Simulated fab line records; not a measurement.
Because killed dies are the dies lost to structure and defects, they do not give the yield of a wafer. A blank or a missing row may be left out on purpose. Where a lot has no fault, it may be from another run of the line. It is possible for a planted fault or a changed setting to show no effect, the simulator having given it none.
Matching of chambers -- flow n5Finfet -- N5_BEOL_M10_VIA_ETCH_34 on rieDiel-06 has 4 sister chambers
The step etches SiCOH lowk in C4F6/O2, target depth 184.5 nm, time 69.2 s. 4 wafers are shown with their chamber, then 8 later ones without.

== EACH WAFER AND ITS CHAMBER ==
wafer,chamber,rfVppV (V)
L091.6,3,665
L093.2,1,702
L093.5,2,682
L094.1,0,617

== WAFERS WITHOUT THEIR CHAMBER ==
wafer,rfVppV (V)
L094.4,666
L094.5,666
L097.3,666
L097.4,704
L097.5,681
L095.2,617
L095.5,681
L095.6,667

== WHICH CHAMBER EACH WENT THROUGH ==
wafer,from the rows above,in truth
L094.4,3,3
L094.5,3,3
L097.3,3,3
L097.4,1,1
L097.5,2,2
L095.2,0,0
L095.5,2,2
L095.6,3,3
Correctly placed: 8 of 8. Left unplaced by these rows: 0. Wrongly placed: 0.
How it was worked out, from the rows above alone: a wafer's distance from a chamber is the root of the sum, over the readings, of the square of ((its reading less the chamber's mean) divided by the reading's scatter). If the next closest chamber is less than 2 further off than the closest, the wafer can't be placed; otherwise it belongs to the closest. A chamber's mean is the mean of its shown wafers. The scatter (one wafer shown for each chamber): square how far every hidden wafer sits from the nearest shown wafer, average those squares and take the square root.
